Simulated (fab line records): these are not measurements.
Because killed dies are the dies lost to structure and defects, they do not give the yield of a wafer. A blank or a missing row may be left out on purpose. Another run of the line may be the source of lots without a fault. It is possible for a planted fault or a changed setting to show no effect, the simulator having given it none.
8D (eight disciplines) problem report, filled in by code -- flow nandHarc -- the parts of the form that need people (team, actions taken, sign-off) are left out

## 1. THE ISSUE
Mean of killedAtArray at NHARC_END_SORT_01: 380 across 4 wafers in 3 lots; on wafers with no fault it is 28 (standard deviation 8.9). That puts it +40 standard deviations away from the usual mean.
First observed at day 21 14:48: wafer L333.1, on prober-01. The record holds 12 wafers of 4 lots with a number at this step. Rule for "out", or "out of limits": more than 4 standard deviations from the usual mean. Any other wafer with a number is counted as sound.

## 2. WHAT IT IS; WHAT IT IS NOT
question,is,is not
which readings at this step,"killedAtArray, killedDies","killedAtPeriphery, killedOpen, killedShort"
which lots,"L333, L335, L336",L346
which wafers of those lots,"L333.1, L333.5, L335.3, L336.5","L333.2, L335.1, L335.6, L336.3, L336.6"
read on which gauges,"prober-01, prober-02",-
when,from day 21 14:48,"up to then (0 sound wafers); but 8 sound wafers of L333, L335, L336, L346 came after"

## 3. WHAT RULES OUT EACH SUSPECT
Counting: any tool at a process step up to the reading remains a suspect provided it ran every lot that is out. Sound lots after the first of them don't rule it out here, since some wafers of a struck lot are sound.
- the gauge at NHARC_END_SORT_01 has been ruled out. 2 gauges (prober-01, prober-02) read the wafers that are out.
- rieDiel-05 at NHARC_A_STAIRCASE_TRIM_12 (chemistry O2, time 211.2 s): kept. It ran every lot that is out, first L333 (day 12 22:22).
- rieDiel-05 at NHARC_A_STAIRCASE_ETCH_13 (etches the open film in C4F8/O2, target depth 100 nm, time 40.5 s): kept. It ran every lot that is out, first L333 (day 12 22:29). Its own readings are out on those wafers: oesProductAu.
- rieDiel-05 at NHARC_A_STAIRCASE_ETCH_19 (etches the open film in C4F8/O2, target depth 100 nm, time 40.5 s): kept. It ran every lot that is out, first L333 (day 21 14:48). NHARC_A_STAIRCASE_ETCH_19: start missing for some lots; hours and lot order therefore follow NHARC_END_SORT_01.
- rieDiel-05, NHARC_A_STAIRCASE_ETCH_13: wafers that are out in chamber 0, sound lot-mates in chambers 1, 2, 3.
Left after counting: rieDiel-05 at NHARC_A_STAIRCASE_TRIM_12, rieDiel-05 at NHARC_A_STAIRCASE_ETCH_13, rieDiel-05 at NHARC_A_STAIRCASE_ETCH_19.

## 4. THE CAUSE (what the simulator had put in)
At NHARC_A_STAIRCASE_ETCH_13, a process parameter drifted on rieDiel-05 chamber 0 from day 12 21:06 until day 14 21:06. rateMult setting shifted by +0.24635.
Of the 3 suspects that counting leaves, this tool is one.

## 5. THE CHAIN OF EFFECTS, in route order
Each row: a reading where the mean over the struck wafers with a number is more than 3 standard deviations away from the usual. Only readings whose record carries a usual standard deviation are examined. hours: median over the lots of the time between each lot's start at the first step of this table that gives one and its start at this step. sigmas: the change, counted in usual standard deviations.
hours,step,reading,usual,on struck wafers,change,sigmas
0,NHARC_A_STAIRCASE_ETCH_13,oesProductAu,0.941 a.u.,1.102,+0.161,+12
209,NHARC_END_SORT_01,killedAtArray,28,380,+352,+40
209,NHARC_END_SORT_01,killedDies,32,384,+352,+38
Here are the process steps it includes:
- NHARC_A_STAIRCASE_ETCH_13: etches the open film in C4F8/O2, target depth 100 nm, time 40.5 s.

## 6. HOW IT WOULD HAVE BEEN CAUGHT EARLIER
Counted from the fault's start at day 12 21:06, it took 210 hours until the first out-of-limits reading at a measuring or inspecting step in this record, taken at day 21 14:48.
The tool's own readings at NHARC_A_STAIRCASE_ETCH_13 were out on every struck wafer that the step has a row for (oesProductAu): an alarm limit on them would have fired on the first of those.
By day 21 14:48 the whole set of lots that are out, 3 in number, had already begun NHARC_A_STAIRCASE_ETCH_13 on rieDiel-05. Had the tool been put on hold then, not one of them would have been saved.
